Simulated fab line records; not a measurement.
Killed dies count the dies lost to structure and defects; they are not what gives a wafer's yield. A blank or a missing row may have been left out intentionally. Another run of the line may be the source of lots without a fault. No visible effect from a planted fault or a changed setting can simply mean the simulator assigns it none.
Struck lot and sound lot, side by side | flow n5-finfet | 22 out of 1938 route steps
Sound: the wafers L149.2, L149.3, L149.4. Struck: wafers L167.2, L167.4, L167.5. The cause is named last.
At each step with rows: each side's tool, then ch and its chambers, then its first start. Under that, the readings that differ: sound wafers | struck wafers | difference of the means | sigmas: that difference in standard deviations of wafers without a fault.
alike: words and numbers the same on both sides, and readings whose means are apart by under 2 such deviations; not compared: readings that were withheld, readings missing a value for some wafer, numbers with overlapping values and no deviation given by the record, and bounds like >300 which may hide the same value.
The two part at a step that has a row with sigmas, a row that says differs or no value, or rows on one side only. When numbers do not overlap yet have no deviation, they are printed without sigmas and do not part them. Lack of a reading on every wafer of one side parts them only where that side has two or more wafers.

first, 11 steps without rows for these wafers: N5_BEOL_M5_DESCUM_16 (chemistry O2, time 7 s); N5_BEOL_M5_ETCH_72 (etches underlayer in N2/H2, target depth 6.5 nm, time 5.2 s); N5_BEOL_M5_ETCH_61 (etches SiARC in CF4, target depth 15.6 nm, time 26 s); N5_BEOL_M5_ETCH_62 (etches SOC in N2/H2, target depth 75 nm, overetch 15 nm, time 112.5 s); N5_BEOL_M5_STRIP_63 (strips in N2/H2); N5_BEOL_M5_STRIP_73 (strips in N2/H2); N5_BEOL_M5_STRIP_64 (strips in CF4); N5_BEOL_M5_HM_OPEN_17 (chemistry Cl2/BCl3, target TiN, target depth 20 nm, overetch 6 nm); N5_BEOL_M5_STRIP_19 (strips in O2); N5_BEOL_M5_COAT_65 (time 60 s, resist thk 60 nm); N5_BEOL_M5_COAT_66 (time 60 s, resist thk 12 nm).
N5_BEOL_M5_COAT_74: time 60 s, resist thk 5 nm.
  sound on litho-track-02 ch 0, day 7 22:59; struck on litho-track-02 ch 0, day 12 16:11
  reading              | sound                | struck               | difference | sigmas
  spin-speed-rpm (rpm) | 1499.2 1500.2 1500.5 | 1665.4 1666.7 1666.3 | +166.2     | +99 or more
then, 7 steps without rows for these wafers: N5_BEOL_M5_COAT_22 (resist thk 30 nm); N5_BEOL_M5_EBR_24; N5_BEOL_M5_SOFTBAKE_23 (time 60 s); N5_BEOL_M5_EXPOSE_25 (exposes mask V4, defocus 10 nm); N5_BEOL_M5_PEB_26 (peb time 60 s); N5_BEOL_M5_DEVELOP_27 (develop time 30 s); N5_BEOL_M5_DESCUM_33 (chemistry O2, time 7 s).
N5_BEOL_M5_ETCH_75: etches underlayer in N2/H2, target depth 6.5 nm, time 5.2 s.
  sound on rie-diel-05 ch 1,2,3, day 7 23:25; struck on rie-diel-05 ch 1,2,3, day 12 16:37
  reading                                      | sound             | struck            | difference | sigmas
  etch-rf-on-time-s (s)                        | 5.23 5.08 5.24    | 5.04 4.80 4.98    | -0.24      | -3
  model.CAR-EUV_of_BEOL_M5_COAT_22.thk-nm (nm) | 20.2 20.4 20.2    | 20.6 20.6 20.6    | +0.3       |
  model.etch.depth-nm (nm)                     | 4.975 4.985 4.987 | 4.757 4.752 4.747 | -0.230     |
  alike: drypump-motor-current-A, oes-product-au, rf-vpp-V, showerhead-plenum-p-Torr, throttle-valve-pct
  not compared: rf-hours-counter-h
N5_BEOL_M5_ETCH_67: etches SiARC in CF4, target depth 15.6 nm, time 26 s.
  sound on rie-diel-05 ch 1,2,3, day 7 23:26; struck on rie-diel-05 ch 1,2,3, day 12 16:38
  reading                                      | sound      | struck         | difference | sigmas
  model.CAR-EUV_of_BEOL_M5_COAT_22.thk-nm (nm) | 11 11.2 11 | 11.6 11.4 11.4 | +0.4       |
  alike: drypump-motor-current-A, etch-rf-on-time-s, mfc-ar-sccm, oes-product-au, rf-vpp-V, showerhead-plenum-p-Torr, throttle-valve-pct
  not compared: rf-hours-counter-h
then, 1 step without rows for these wafers: N5_BEOL_M5_ETCH_68 (etches SOC in N2/H2, target depth 80 nm, overetch 16 nm, time 120 s).

WHERE THEY PART
First at N5_BEOL_M5_COAT_74; last, within this record, at N5_BEOL_M5_ETCH_75. Later steps at which nothing parts them and some readings are alike: N5_BEOL_M5_ETCH_67.

WHY: the cause the simulator had injected
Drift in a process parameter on litho-track-02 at N5_BEOL_M5_COAT_74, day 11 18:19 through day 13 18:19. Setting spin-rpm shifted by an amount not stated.
